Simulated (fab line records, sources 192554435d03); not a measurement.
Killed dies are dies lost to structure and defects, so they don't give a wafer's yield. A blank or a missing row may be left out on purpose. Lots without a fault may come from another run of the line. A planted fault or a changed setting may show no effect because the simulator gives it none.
fab line records | flow n5_finfet
record lots=5 wafers=15 last_day=18
route steps=1938 shown BEOL_M14@1734
lots that met no fault: from a run of the same line without faults
start_h: hours from the record's first day to the start of the lot's first wafer shown | wait_h: hours since the lot's step before | " the same as in the row above | L1.1+2: a row that stands for several wafers | - no value, or no start given | * or withheld: withheld | < > ~ a bound
route shown NAME@n: a module of which the file shows steps, and the number in the route of the first | usual: mean/standard deviation of fault-free wafers | same: alike in all rows | chamber/n: place in a boat | sites: the reading at each site | _std_site: their standard deviation | _edge_site: outer sites' mean less inner sites' | radius_mm: how far each site lies from the wafer's centre | mask NAME#n: copy n | behind: the tool/chamber that last shaped the wafer | hold: why the lot was held/for how many hours/how that ended | device: the transistor (n, p or np) that didn't switch | end of line: the same wafers' tests at the end of the route | a step without rows: its recipe alone | killed: dies lost to structure and defects at the first sort, not the wafer's yield | map: a wafer's dies, x killed, . not, _ none there
set.NAME: the setting as run; set.NAME@STEP: as run at that earlier step | model.NAME: the simulator's own value behind a step, which no gauge read
lots at some steps of the route; a table a step, a row a wafer
services: from which hour (start_h, from the record's first day; less than 0 if before it) a tool's chamber was out of use, for how many hours, and why
## steps
# step N5_BEOL_M14_STRIP_71
# recipe chemistry=post_etch_residue_remover time_s=60 temp_c=25 remover_ph=withheld remover_water_wt_pct=withheld remover_fluoride_wt_pct=withheld
# columns lot.wafer tool chamber start_h wait_h
L077.3+4+5 wet_bench-05 4,0,1 293.80 -
L083.4+5+6 wet_bench-03 7,6,0 328.57 -
L084.2+3+4 wet_bench-03 3,0,2 333.11 -
L085.2+4+5 wet_bench-06 5,2,3 349.07 -
L095.2+3+5 wet_bench-03 0,1,7 405.29 -
# step N5_BEOL_M14_SRD_72
# recipe time_s=30 temp_c=23 rinse_liquid=diw dry=n2_spin spin_rpm=1500 dry_time_s=30
# columns lot.wafer tool chamber start_h wait_h
L077.3+4+5 wet_bench-05 4,0,1 293.82 0.0
L083.4+5+6 wet_bench-03 7,6,0 328.59 0.0
L084.2+3+4 wet_bench-03 3,0,2 333.13 0.0
L085.2+4+5 wet_bench-06 5,2,3 349.11 0.0
L095.2+3+5 wet_bench-03 0,1,7 405.31 0.0
# step N5_BEOL_M14_CD_MEAS_17
# recipe target_cd_nm=250 polarity=opening
# usual cd_nm=250.8/1.8
# columns lot.wafer tool chamber start_h wait_h cd_nm
L077.3 cd_sem-03 - 293.86 0.0 251.2
L077.4 " - " " 252.6
L077.5 " - " " 249.0
L083.4 cd_sem-03 - 328.63 0.0 252.8
L083.5 " - " " 253.5
L083.6 " - " " 254.2
L084.2 cd_sem-03 - 333.18 0.0 250.2
L084.3 " - " " 250.9
L084.4 " - " " 250.4
L085.2 cd_sem-01 - 349.17 0.0 245.9
L085.4 " - " " 247.8
L085.5 " - " " 250.5
L095.2 cd_sem-03 - 405.36 0.0 251.7
L095.3 " - " " 248.7
L095.5 " - " " 251.7
# step N5_BEOL_M14_COAT_65
# recipe resist=SOC temp_c=250 time_s=60 spin_rpm=1500 resist_thk_nm=450
# columns lot.wafer tool chamber start_h wait_h
L077.3+4+5 litho_track-03 0 293.90 0.0
L083.4+5+6 litho_track-03 0 328.67 0.0
L084.2+3+4 litho_track-02 0 333.21 0.0
L085.2+4+5 litho_track-05 0 349.20 0.0
L095.2+3+5 litho_track-05 0 405.40 0.0
# step N5_BEOL_M14_COAT_66
# recipe resist=SiARC temp_c=220 time_s=60 spin_rpm=1500 resist_thk_nm=110
# columns lot.wafer tool chamber start_h wait_h
L077.3+4+5 litho_track-03 0 - -
L083.4+5+6 litho_track-03 0 - -
L084.2+3+4 litho_track-02 0 - -
L085.2+4+5 litho_track-05 0 - -
L095.2+3+5 litho_track-05 0 - -
# step N5_BEOL_M14_COAT_22
# recipe spin_rpm=2888 resist_thk_nm=300
# columns lot.wafer tool chamber start_h wait_h
L077.3+4+5 litho_track-03 0 - -
L083.4+5+6 litho_track-03 0 - -
L084.2+3+4 litho_track-02 0 - -
L085.2+4+5 litho_track-05 0 - -
L095.2+3+5 litho_track-05 0 - -
# step N5_BEOL_M14_EBR_24
# recipe solvent=PGMEA ebr_width_mm=1.5
# same ebr_width_mm=1.5
# columns lot.wafer tool chamber start_h wait_h
L077.3+4+5 litho_track-03 0 - -
L083.4+5+6 litho_track-03 0 - -
L084.2+3+4 litho_track-02 0 - -
L085.2+4+5 litho_track-05 0 - -
L095.2+3+5 litho_track-05 0 - -
# step N5_BEOL_M14_SOFTBAKE_23
# recipe temp_c=130 time_s=60
# columns lot.wafer tool chamber start_h wait_h
L077.3+4+5 litho_track-03 0 - -
L083.4+5+6 litho_track-03 0 - -
L084.2+3+4 litho_track-02 0 - -
L085.2+4+5 litho_track-05 0 - -
L095.2+3+5 litho_track-05 0 - -
# step N5_BEOL_M14_EXPOSE_25
# recipe mask_id=M14 na=0.8 source_shape=annular sigma_inner=0.5 sigma_outer=0.8 polarization=unpolarized target_cd_nm=280 dose_mj=26.6
# usual focus_offset_nm=0.1/0.53 reticle_temp_C=22.97/0.11
# same sigma_inner=0.5
# columns lot.wafer tool chamber start_h wait_h mask focus_offset_nm reticle_temp_C
L077.3 krf_scanner-01 0 294.03 - M14#0 0.2 22.96
L077.4 " 0 " " M14#0 1.0 23.05
L077.5 " 0 " " M14#0 0.5 22.96
L083.4 krf_scanner-02 0 328.93 - M14#0 0.1 22.90
L083.5 " 0 " " M14#0 -0.4 22.86
L083.6 " 0 " " M14#0 -0.4 22.94
L084.2 krf_scanner-01 0 333.46 - M14#0 0.3 23.06
L084.3 " 0 " " M14#0 1.1 23.14
L084.4 " 0 " " M14#0 0.8 22.93
L085.2 krf_scanner-01 0 349.33 - M14#0 0.0 23.13
L085.4 " 0 " " M14#0 0.2 23.09
L085.5 " 0 " " M14#0 -0.4 22.96
L095.2 krf_scanner-02 0 405.65 - M14#0 0.4 23.06
L095.3 " 0 " " M14#0 -0.4 23.01
L095.5 " 0 " " M14#0 -0.2 23.09
# step N5_BEOL_M14_PEB_26
# recipe peb_temp_c=130 peb_time_s=90
# columns lot.wafer tool chamber start_h wait_h
L077.3+4+5 litho_track-02 0 294.07 0.0
L083.4+5+6 litho_track-03 0 328.97 0.0
L084.2+3+4 litho_track-03 0 333.51 0.0
L085.2+4+5 litho_track-02 0 349.38 0.0
L095.2+3+5 litho_track-02 0 405.70 0.0
# step N5_BEOL_M14_DEVELOP_27
# recipe develop_time_s=45 rinse_liquid=diw dry=air_spin dev_temp_c=21
# columns lot.wafer tool chamber start_h wait_h
L077.3+4+5 litho_track-02 0 - -
L083.4+5+6 litho_track-03 0 - -
L084.2+3+4 litho_track-03 0 - -
L085.2+4+5 litho_track-02 0 - -
L095.2+3+5 litho_track-02 0 - -
# step N5_BEOL_M14_HARDBAKE_32
# recipe temp_c=130 time_s=120
# columns lot.wafer tool chamber start_h wait_h
L077.3+4+5 litho_track-02 0 - -
L083.4+5+6 litho_track-03 0 - -
L084.2+3+4 litho_track-03 0 - -
L085.2+4+5 litho_track-02 0 - -
L095.2+3+5 litho_track-02 0 - -
# step N5_BEOL_M14_CD_MEAS_28
# recipe target_cd_nm=284.4 landing_energy_ev=500 detector=se_inlens
# usual cd_nm=284.3/1.7
# same landing_energy_ev=500
# columns lot.wafer tool chamber start_h wait_h cd_nm
L077.3 cd_sem-03 0 294.19 - 281.8
L077.4 " 0 " " 283.3
L077.5 " 0 " " 283.0
L083.4 cd_sem-02 0 329.09 - 287.2
L083.5 " 0 " " 286.7
L083.6 " 0 " " 287.0
L084.2 cd_sem-02 0 333.63 - 284.3
L084.3 " 0 " " 284.0
L084.4 " 0 " " 284.1
L085.2 cd_sem-01 0 349.50 - 281.8
L085.4 " 0 " " 282.6
L085.5 " 0 " " 283.5
L095.2 cd_sem-01 0 405.81 - 281.5
L095.3 " 0 " " 284.4
L095.5 " 0 " " 283.5
# step N5_BEOL_M14_OVL_MEAS_29
# recipe points_per_wafer=44
# usual M14_OVL=-7/4.6
# columns lot.wafer tool chamber start_h wait_h M14_OVL[nm]
L077.3 overlay-01 0 294.22 0.0 -14
L077.4 " 0 " " -7
L077.5 " 0 " " -11
L083.4 overlay-01 0 329.11 0.0 -2
L083.5 " 0 " " -15
L083.6 " 0 " " -5
L084.2 overlay-02 0 333.66 0.0 1
L084.3 " 0 " " -3
L084.4 " 0 " " -8
L085.2 overlay-02 0 349.53 0.0 -4
L085.4 " 0 " " -5
L085.5 " 0 " " -6
L095.2 overlay-01 0 405.84 0.0 -7
L095.3 " 0 " " 3
L095.5 " 0 " " 2
# step N5_BEOL_M14_INSPECT_30
# recipe mode=adi inspect_instrument=macro
# usual raw_defect_count=2.0/1.5
# columns lot.wafer tool chamber start_h wait_h raw_defect_count
L077.3 defect_inspect-02 - 294.24 0.0 2
L077.4 " - " " 1
L077.5 " - " " 5
L083.4 defect_inspect-02 - 329.14 0.0 0
L083.5 " - " " 3
L083.6 " - " " 1
L084.2 defect_inspect-02 - 333.68 0.0 2
L084.3 " - " " 1
L084.4 " - " " 1
L085.2 defect_inspect-01 - 349.55 0.0 6
L085.4 " - " " 0
L085.5 " - " " 1
L095.2 defect_inspect-02 - 405.87 0.0 6
L095.3 " - " " 4
L095.5 " - " " 3
# step N5_BEOL_M14_DESCUM_33
# recipe chemistry=O2 time_s=7.9 source_power_w=50 bias_power_w=20 pressure_mtorr=20 rf_frequency_hz=2.712e+07 temp_c=40 o2_flow_sccm=225
# usual drypump_motor_current_A=5.7/0.4 o2_flow_sccm=225.0/0.68 oes_product_au=0.81/0.096 rf_vpp_V=243.2/1 showerhead_plenum_p_Torr=2.09/0.039 throttle_valve_pct=20.41/0.23
# columns lot.wafer tool chamber start_h wait_h drypump_motor_current_A o2_flow_sccm oes_product_au rf_hours_counter_h rf_vpp_V showerhead_plenum_p_Torr throttle_valve_pct
L077.3 rie_diel-06 2 294.31 0.1 6.3 225.5 0.69 240 242.3 2.05 20.48
L077.4 " 1 " " 5.7 223.9 0.81 74 243.8 2.10 20.05
L077.5 " 1 " " 5.7 225.3 0.80 - 243.0 2.10 20.04
L083.4 rie_diel-05 1 329.17 0.0 5.4 224.9 0.70 226 241.6 2.06 20.70
L083.5 " 3 " " 5.3 224.5 0.81 - 244.7 2.10 20.28
L083.6 " 2 " " 5.5 225.2 0.93 - 243.2 2.06 20.15
L084.2 rie_diel-02 1 333.78 0.1 5.0 224.6 0.93 12 242.1 2.06 20.20
L084.3 " 3 " " 6.4 224.8 0.83 77 244.9 2.20 20.36
L084.4 " 0 " " 5.2 225.0 0.87 27 244.1 2.14 20.43
L085.2 rie_diel-05 1 349.73 0.2 5.4 225.4 0.69 234 242.2 2.05 20.72
L085.4 " 0 " " 6.2 224.4 0.67 234 242.0 2.08 20.89
L085.5 " 2 " " 5.5 224.7 0.91 - 242.0 2.06 20.15
L095.2 rie_diel-06 2 405.90 0.0 6.3 225.6 0.96 15 243.5 2.04 20.18
L095.3 " 1 " " 5.8 224.5 0.76 118 243.5 2.08 20.11
L095.5 " 2 " " 6.3 225.4 0.97 - 243.0 2.04 20.22
# step N5_BEOL_M14_ETCH_67
# recipe chemistry=CF4 target=SiARC target_depth_a=1430 time_s=238.3 ion_energy_ev=80 pressure_mtorr=40 source_w=545 bias_w=36 Ar_flow_sccm=100 cf4_flow_sccm=100 ends=cleared
# usual cf4_flow_sccm=99.98/0.28 drypump_motor_current_A=5.7/0.4 etch_rf_on_time_s=238/4.6 oes_product_au=0.69/0.08 rf_vpp_V=184.1/0.94 showerhead_plenum_p_Torr=2.14/0.04 throttle_valve_pct=15.59/0.2
# columns lot.wafer tool chamber start_h wait_h cf4_flow_sccm drypump_motor_current_A etch_rf_on_time_s oes_product_au rf_hours_counter_h rf_vpp_V showerhead_plenum_p_Torr throttle_valve_pct
L077.3 rie_diel-06 2 294.35 0.0 99.86 6.3 244 0.58 240 184.0 2.12 15.85
L077.4 " 1 " " 100.10 5.8 234 0.70 75 184.6 2.18 15.49
L077.5 " 1 " " 100.55 5.8 234 0.69 - 186.0 2.18 15.48
L083.4 rie_diel-05 1 329.21 0.0 99.99 5.4 237 0.60 226 184.1 2.11 15.95
L083.5 " 3 " " 99.61 5.4 231 0.70 - 183.4 2.15 15.44
L083.6 " 2 " " 99.93 5.5 240 0.80 - 183.4 2.11 15.30
L084.2 rie_diel-02 1 333.81 0.0 99.85 5.0 244 0.79 12 184.2 2.10 15.27
L084.3 " 3 " " 99.91 6.4 240 0.70 77 186.3 2.25 15.59
L084.4 " 0 " " 100.01 5.2 238 0.75 27 184.3 2.18 15.55
L085.2 rie_diel-05 1 349.77 0.0 99.45 5.4 239 0.60 234 183.7 2.10 15.95
L085.4 " 0 " " 100.03 6.2 246 0.57 234 184.1 2.11 15.91
L085.5 " 2 " " 100.36 5.5 240 0.77 - 182.7 2.11 15.30
L095.2 rie_diel-06 2 405.93 0.0 99.74 6.3 237 0.81 15 183.9 2.11 15.44
L095.3 " 1 " " 100.49 5.8 237 0.66 118 185.2 2.16 15.56
L095.5 " 2 " " 99.35 6.3 237 0.81 - 184.4 2.11 15.45
# step N5_BEOL_M14_ETCH_68
# recipe chemistry=N2/H2 target=SOC mask_material=SiARC source_w=3000 bias_w=350 temp_c=40 time_s=450 ion_energy_ev=200 pressure_mtorr=30 n2_flow_sccm=200 h2_flow_sccm=200
# usual drypump_motor_current_A=5.7/0.4 oes_product_au=0.81/0.098 rf_vpp_V=524.0/1.6 showerhead_plenum_p_Torr=2.54/0.05 throttle_valve_pct=17.74/0.21
# columns lot.wafer tool chamber start_h wait_h drypump_motor_current_A oes_product_au rf_hours_counter_h rf_vpp_V showerhead_plenum_p_Torr throttle_valve_pct
L077.3 rie_diel-06 2 294.49 0.1 6.3 0.68 240 522.6 2.50 17.85
L077.4 " 1 " " 5.7 0.79 75 523.1 2.60 17.71
L077.5 " 1 " " 5.7 0.80 - 523.7 2.60 17.72
L083.4 rie_diel-05 1 329.35 0.1 5.4 0.70 226 521.9 2.51 18.09
L083.5 " 3 " " 5.3 0.81 - 524.0 2.58 17.86
L083.6 " 2 " " 5.5 0.93 - 522.8 2.50 17.41
L084.2 rie_diel-02 1 333.96 0.1 5.0 0.93 12 521.8 2.48 17.44
L084.3 " 3 " " 6.3 0.82 78 528.4 2.66 17.47
L084.4 " 0 " " 5.2 0.88 27 524.3 2.58 17.66
L085.2 rie_diel-05 1 349.91 0.1 5.4 0.69 234 522.8 2.51 18.10
L085.4 " 0 " " 6.2 0.67 234 521.4 2.50 18.05
L085.5 " 2 " " 5.5 0.90 - 522.4 2.50 17.41
L095.2 rie_diel-06 2 406.08 0.1 6.3 0.97 15 523.3 2.49 17.52
L095.3 " 1 " " 5.8 0.76 119 524.8 2.58 17.77
L095.5 " 2 " " 6.3 0.96 - 524.0 2.49 17.51
# step N5_BEOL_M14_STRIP_69
# recipe chemistry=N2/H2 temp_c=40 n2_flow_sccm=200 h2_flow_sccm=200 rf_frequency_hz=6e+07
# columns lot.wafer tool chamber start_h wait_h
L077.3+4+5 rie_diel-06 2,1,1 294.76 0.1
L083.4+5+6 rie_diel-05 1,3,2 329.62 0.1
L084.2+3+4 rie_diel-02 1,3,0 334.22 0.1
L085.2+4+5 rie_diel-05 1,0,2 350.18 0.1
L095.2+3+5 rie_diel-06 2,1,2 406.34 0.1
# step N5_BEOL_M14_TRENCH_ETCH_34
# recipe chemistry=C4F8/O2/Ar target=SiO2 target_depth_a=5566.5 mask_material=SOC he_inner_torr=15 he_outer_torr=30 time_s=126.9 ion_energy_ev=800 pressure_mtorr=20 source_w=1905 bias_w=2040 Ar_flow_sccm=400 C4F8_flow_sccm=16 O2_flow_sccm=12
# usual drypump_motor_current_A=5.7/0.4 he_inner_torr=15.00/0.033 oes_ar_750_au=0.81/0.088 oes_product_au=0.81/0.092 rf_vpp_V=2211/34 showerhead_plenum_p_Torr=3.43/0.057 throttle_valve_pct=30.82/0.15
# columns lot.wafer tool chamber start_h wait_h drypump_motor_current_A he_inner_torr oes_ar_750_au oes_product_au rf_hours_counter_h rf_vpp_V showerhead_plenum_p_Torr throttle_valve_pct
L077.3 rie_diel-06 2 294.77 0.0 6.3 14.99 0.67 0.67 240 2283 3.38 30.86
L077.4 " 1 " " 5.8 14.99 0.81 0.80 75 2208 3.48 30.66
L077.5 " 1 " " 5.8 15.00 0.81 0.81 - 2208 3.48 30.66
L083.4 rie_diel-05 1 329.63 0.0 5.4 15.02 0.70 0.70 226 2199 3.37 30.98
L083.5 " 3 " " 5.3 15.01 0.81 0.82 - 2180 3.46 30.82
L083.6 " 2 " " 5.5 15.01 0.92 0.92 - 2224 3.39 30.58
L084.2 rie_diel-02 1 334.23 0.0 5.0 15.00 0.92 0.92 12 2196 3.39 30.78
L084.3 " 3 " " 6.4 15.01 0.82 0.82 78 2231 3.58 30.57
L084.4 " 0 " " 5.2 14.99 0.88 0.89 27 2190 3.49 30.83
L085.2 rie_diel-05 1 350.19 0.0 5.4 15.00 0.70 0.69 234 2199 3.36 30.98
L085.4 " 0 " " 6.2 15.09 0.67 0.67 234 2227 3.39 31.14
L085.5 " 2 " " 5.5 15.03 0.90 0.90 - 2225 3.39 30.61
L095.2 rie_diel-06 2 406.35 0.0 6.3 15.01 0.92 0.93 15 2279 3.37 30.75
L095.3 " 1 " " 5.7 15.01 0.77 0.77 119 2205 3.46 30.71
L095.5 " 2 " " 6.3 15.05 0.92 0.93 - 2279 3.37 30.76
# step N5_BEOL_M14_STRIP_70
# recipe chemistry=C4F8/O2/Ar resist=SiARC rf_frequency_hz=6e+07
# columns lot.wafer tool chamber start_h wait_h
L077.3+4+5 rie_diel-06 2,1,1 294.88 0.1
L083.4+5+6 rie_diel-05 1,3,2 329.74 0.1
L084.2+3+4 rie_diel-02 1,3,0 334.35 0.1
L085.2+4+5 rie_diel-05 1,0,2 350.30 0.1
L095.2+3+5 rie_diel-06 2,1,2 406.47 0.1
# step N5_BEOL_M14_OCD_MEAS_35
# usual trench_depth_nm=556/11
# columns lot.wafer tool chamber start_h wait_h trench_depth_nm
L077.3 ocd-02 - 294.92 0.0 538
L077.4 " - " " 560
L077.5 " - " " 559
L083.4 ocd-02 - 329.78 0.0 556
L083.5 " - " " 574
L083.6 " - " " 547
L084.2 ocd-02 - 334.39 0.0 548
L084.3 " - " " 557
L084.4 " - " " 563
L085.2 ocd-02 - 350.34 0.0 553
L085.4 " - " " 540
L085.5 " - " " 558
L095.2 ocd-02 - 406.51 0.0 550
L095.3 " - " " 555
L095.5 " - " " 551
# step N5_BEOL_M14_STRIP_37
# recipe chemistry=O2 power_w=600 temp_c=60 pressure_mtorr=30 rf_frequency_hz=6e+07 bias_power_w=0 overash_fraction=0.3 o2_flow_sccm=225
# usual drypump_motor_current_A=5.7/0.43 o2_flow_sccm=224.9/0.78 oes_product_au=0.81/0.092 rf_vpp_V=3.6/0.95 showerhead_plenum_p_Torr=2.10/0.044 throttle_valve_pct=16.66/0.22
# same overash_fraction=0.3
# columns lot.wafer tool chamber start_h wait_h drypump_motor_current_A o2_flow_sccm oes_product_au rf_hours_counter_h rf_vpp_V showerhead_plenum_p_Torr throttle_valve_pct
L077.3 rie_diel-02 2 297.35 2.4 5.8 225.7 0.80 89 4.3 2.12 16.64
L077.4 " 3 " " 6.4 225.3 0.85 - 4.4 2.21 16.59
L077.5 " 2 " " 5.8 226.4 0.80 - 5.1 2.12 16.66
L083.4 rie_diel-05 2 330.04 0.3 5.5 224.2 0.91 12 3.8 2.07 16.39
L083.5 " 0 " " 6.2 224.9 0.68 - 2.8 2.09 17.10
L083.6 " 1 " " 5.4 224.6 0.70 - 2.9 2.06 16.95
L084.2 rie_diel-02 2 334.47 0.1 5.8 225.2 0.79 104 2.5 2.11 16.70
L084.3 " 3 " " 6.4 225.1 0.83 78 4.7 2.21 16.61
L084.4 " 1 " " 5.0 225.1 0.92 13 3.1 2.06 16.39
L085.2 rie_diel-06 1 355.44 5.1 5.7 225.3 0.77 101 2.8 2.09 16.41
L085.4 " 3 " " 5.8 226.2 0.67 - 4.1 2.08 16.96
L085.5 " 0 " " 5.8 224.5 0.81 - 3.6 2.11 16.68
L095.2 rie_diel-02 3 407.35 0.8 6.4 224.7 0.80 106 5.3 2.20 16.65
L095.3 " 0 " " 5.2 224.4 0.83 47 5.1 2.14 16.65
L095.5 " 2 " " 5.8 225.1 0.76 - 3.9 2.10 16.74
# step N5_BEOL_M14_ETCH_38
# recipe chemistry=CF4/N2 target=SiCN target_depth_a=1065 taper_deg=2 time_s=120.6 ion_energy_ev=150 mask_material=SiO2 pressure_mtorr=40 source_w=430 bias_w=70 Ar_flow_sccm=100 cf4_flow_sccm=60 n2_flow_sccm=60
# usual cf4_flow_sccm=60.00/0.18 drypump_motor_current_A=5.7/0.43 oes_product_au=0.81/0.09 rf_vpp_V=382.5/1.4 showerhead_plenum_p_Torr=2.21/0.045 throttle_valve_pct=15.41/0.19
# columns lot.wafer tool chamber start_h wait_h cf4_flow_sccm drypump_motor_current_A oes_product_au rf_hours_counter_h rf_vpp_V showerhead_plenum_p_Torr throttle_valve_pct
L077.3 rie_diel-02 2 - - 59.59 5.8 0.79 89 383.4 2.22 15.41
L077.4 " 3 " " 60.15 6.3 0.84 - 385.6 2.31 15.37
L077.5 " 2 " " 59.77 5.8 0.79 - 384.2 2.22 15.42
L083.4 rie_diel-05 2 - - 60.25 5.5 0.91 12 383.6 2.17 15.11
L083.5 " 0 " " 59.96 6.2 0.67 - 380.3 2.17 15.74
L083.6 " 1 " " 59.89 5.4 0.70 - 379.9 2.17 15.77
L084.2 rie_diel-02 2 - - 59.96 5.8 0.78 104 382.5 2.22 15.44
L084.3 " 3 " " 60.03 6.3 0.83 78 385.4 2.31 15.39
L084.4 " 1 " " 59.90 5.0 0.92 13 380.1 2.16 15.10
L085.2 rie_diel-06 1 - - 60.15 5.7 0.79 101 382.5 2.24 15.37
L085.4 " 3 " " 59.96 5.8 0.69 - 382.7 2.16 15.62
L085.5 " 0 " " 60.01 5.8 0.81 - 383.7 2.22 15.44
L095.2 rie_diel-02 3 - - 59.75 6.4 0.80 106 386.0 2.30 15.42
L095.3 " 0 " " 59.93 5.2 0.85 47 384.0 2.24 15.38
L095.5 " 2 " " 59.91 5.8 0.75 - 381.5 2.21 15.50
# step N5_BEOL_M14_PRECLEAN_39
# recipe chemistry=residue_remover time_s=60 temp_c=40
# columns lot.wafer tool chamber start_h wait_h
L077.3+4+5 wet_bench-03 5,1,3 297.55 -
L083.4+5+6 wet_bench-06 0,5,6 330.24 -
L084.2+3+4 wet_bench-03 5,4,6 334.67 -
L085.2+4+5 wet_bench-03 7,4,2 355.65 -
L095.2+3+5 wet_bench-06 6,0,3 407.55 -
# step N5_BEOL_M14_SRD_40
# recipe time_s=30 temp_c=23 rinse_liquid=diw dry=n2_spin spin_rpm=1500 dry_time_s=30
# columns lot.wafer tool chamber start_h wait_h
L077.3+4+5 wet_bench-03 5,1,3 297.57 0.0
L083.4+5+6 wet_bench-06 0,5,6 330.26 0.0
L084.2+3+4 wet_bench-03 5,4,6 334.69 0.0
L085.2+4+5 wet_bench-03 7,4,2 355.68 0.0
L095.2+3+5 wet_bench-06 6,0,3 407.57 0.0
# step N5_BEOL_M14_DEGAS_41
# recipe ambient=vacuum temp_c=300 time_s=60
# usual heater_power_w=482/52
# columns lot.wafer tool chamber start_h wait_h heater_power_w
L077.3 pvd_sputter-03 - 297.83 0.2 427
L077.4 " - " " 498
L077.5 " - " " 491
L083.4 pvd_sputter-02 - 330.53 0.2 585
L083.5 " - " " 403
L083.6 " - " " 474
L084.2 pvd_sputter-03 - 335.16 0.5 468
L084.3 " - " " 507
L084.4 " - " " 436
L085.2 pvd_sputter-02 - 355.93 0.2 581
L085.4 " - " " 401
L085.5 " - " " 590
L095.2 pvd_sputter-01 - 407.94 0.4 528
L095.3 " - " " 442
L095.5 " - " " 447
# step N5_BEOL_M14_PRE_CLEAN_42
# recipe gas=H2/He time_s=30 temp_c=300
# usual heater_power_w=483/51
# columns lot.wafer tool chamber start_h wait_h heater_power_w
L077.3 pvd_sputter-03 - 297.87 0.0 442
L077.4 " - " " 504
L077.5 " - " " 497
L083.4 pvd_sputter-02 - 330.57 0.0 584
L083.5 " - " " 413
L083.6 " - " " 479
L084.2 pvd_sputter-03 - 335.20 0.0 456
L084.3 " - " " 500
L084.4 " - " " 438
L085.2 pvd_sputter-02 - 355.97 0.0 588
L085.4 " - " " 411
L085.5 " - " " 587
L095.2 pvd_sputter-01 - 407.98 0.0 525
L095.3 " - " " 442
L095.5 " - " " 447
# step N5_BEOL_M14_SPUTTER_43
# recipe material=TaN target_thk_a=150 temp_c=50 bias_v=168.6 power_w=15000 chamber_pressure_pa=0.12 time_s=24.19
# usual substrate_temp_c=50.01/0.11 throttle_valve_pct=30.0/0.99
# columns lot.wafer tool chamber start_h wait_h substrate_temp_c throttle_valve_pct
L077.3 pvd_sputter-03 - 297.91 0.0 49.80 30.1
L077.4 " - " " 49.99 28.6
L077.5 " - " " 50.13 28.6
L083.4 pvd_sputter-02 - 330.61 0.0 50.00 29.8
L083.5 " - " " 50.13 31.2
L083.6 " - " " 50.02 30.6
L084.2 pvd_sputter-03 - 335.24 0.0 49.98 29.7
L084.3 " - " " 50.07 28.3
L084.4 " - " " 50.06 30.8
L085.2 pvd_sputter-02 - 356.01 0.0 50.07 29.8
L085.4 " - " " 49.93 31.2
L085.5 " - " " 50.08 29.6
L095.2 pvd_sputter-01 - 408.02 0.0 49.97 29.5
L095.3 " - " " 49.85 31.6
L095.5 " - " " 49.89 31.8
# step N5_BEOL_M14_SPUTTER_44
# recipe material=Ta target_thk_a=150 temp_c=50 bias_v=80 power_w=15000 chamber_pressure_pa=0.07 time_s=24.19
# usual substrate_temp_c=49.99/0.11 throttle_valve_pct=30.0/0.99
# columns lot.wafer tool chamber start_h wait_h substrate_temp_c throttle_valve_pct
L077.3 pvd_sputter-03 - 297.99 0.0 49.87 30.2
L077.4 " - " " 50.07 28.5
L077.5 " - " " 49.97 28.7
L083.4 pvd_sputter-02 - 330.69 0.0 50.07 29.8
L083.5 " - " " 50.00 31.1
L083.6 " - " " 49.95 30.3
L084.2 pvd_sputter-03 - 335.32 0.0 50.12 29.8
L084.3 " - " " 50.02 28.3
L084.4 " - " " 50.03 30.9
L085.2 pvd_sputter-02 - 356.09 0.0 50.24 29.5
L085.4 " - " " 49.92 31.2
L085.5 " - " " 50.15 29.6
L095.2 pvd_sputter-01 - 408.10 0.0 50.08 29.5
L095.3 " - " " 50.19 31.9
L095.5 " - " " 50.10 31.8
# step N5_BEOL_M14_SPUTTER_45
# recipe material=Cu target_thk_a=1000 temp_c=-20 bias_v=60 power_w=26000 chamber_pressure_pa=0.13 time_s=16.67
# usual substrate_temp_c=-19.99/0.099 throttle_valve_pct=30.0/1
# columns lot.wafer tool chamber start_h wait_h substrate_temp_c throttle_valve_pct
L077.3 pvd_sputter-03 - 298.07 0.0 -20.08 30.1
L077.4 " - " " -20.06 28.3
L077.5 " - " " -20.05 28.7
L083.4 pvd_sputter-02 - 330.77 0.0 -19.88 29.6
L083.5 " - " " -19.99 31.2
L083.6 " - " " -19.93 30.7
L084.2 pvd_sputter-03 - 335.40 0.0 -20.12 29.9
L084.3 " - " " -20.02 28.6
L084.4 " - " " -19.73 31.2
L085.2 pvd_sputter-02 - 356.17 0.0 -20.14 29.5
L085.4 " - " " -20.03 31.2
L085.5 " - " " -19.99 29.9
L095.2 pvd_sputter-01 - 408.18 0.0 -19.85 29.6
L095.3 " - " " -19.93 32.1
L095.5 " - " " -20.12 31.7
# step N5_BEOL_M14_ECD_47
# recipe material=Cu target_thk_a=12480
# columns lot.wafer tool chamber start_h wait_h
L077.3+4+5 ecd_cu-02 1,0,1 298.25 0.1
L083.4+5+6 ecd_cu-01 1,0,1 330.94 0.1
L084.2+3+4 ecd_cu-02 0,0,1 335.52 0.1
L085.2+4+5 ecd_cu-01 1 356.29 0.1
L095.2+3+5 ecd_cu-02 0,1,1 408.30 0.1
# step N5_BEOL_M14_ANNEAL_48
# recipe temp_c=225 time_s=90 ambient=N2
# usual anneal_temp_c_max=225.76/0.27 wafer_temp_C_max=226.24/0.27
# columns lot.wafer tool chamber start_h wait_h anneal_temp_c_max wafer_temp_C_max
L077.3 rtp_anneal-02 0 300.25 2.0 225.86 226.04
L077.4 " 0 " " 225.57 226.89
L077.5 " 0 " " 225.81 226.15
L083.4 rtp_anneal-01 0 331.22 0.2 226.27 225.91
L083.5 " 0 " " 226.10 225.92
L083.6 " 0 " " 226.33 225.96
L084.2 rtp_anneal-01 0 335.76 0.2 225.87 225.84
L084.3 " 0 " " 225.82 226.82
L084.4 " 0 " " 225.86 226.24
L085.2 rtp_anneal-01 0 356.57 0.2 225.92 226.93
L085.4 " 0 " " 225.97 226.56
L085.5 " 0 " " 226.05 226.33
L095.2 rtp_anneal-01 0 408.67 0.3 226.10 226.67
L095.3 " 0 " " 226.46 226.06
L095.5 " 0 " " 226.13 226.42
## services
# columns tool chamber start_h hours kind
krf_scanner-01 - 271.73 1.7 repair
rie_diel-02 2 274.60 2.7 repair
ecd_cu-02 - 275.36 2.4 repair
rie_diel-05 2 276.14 - clean
rie_diel-05 2 276.14 - consumable_replace:focus_ring
rie_diel-05 2 276.14 16.3 scheduled_down
rie_diel-05 2 276.14 16.3 vent_cycle
krf_scanner-02 - 276.57 0.8 pm
krf_scanner-02 - 277.61 3.6 pm
krf_scanner-01 - 291.47 0.2 repair
ecd_cu-02 - 292.19 3.8 repair
krf_scanner-01 - 300.85 1.3 pm
krf_scanner-02 - 303.59 4.0 pm
krf_scanner-01 - 314.16 1.8 repair
rie_diel-06 2 318.16 10.9 repair
krf_scanner-02 - 319.79 0.5 repair
krf_scanner-01 - 329.55 1.0 pm
krf_scanner-02 - 330.59 1.0 pm
krf_scanner-02 - 345.29 1.3 pm
rie_diel-02 0 359.18 8.3 repair
rie_diel-06 - 369.08 2.8 pm
rie_diel-02 0 396.89 2.6 repair
pvd_sputter-02 - 398.94 1.0 repair
ecd_cu-01 - 403.67 2.8 repair
## key
fault none
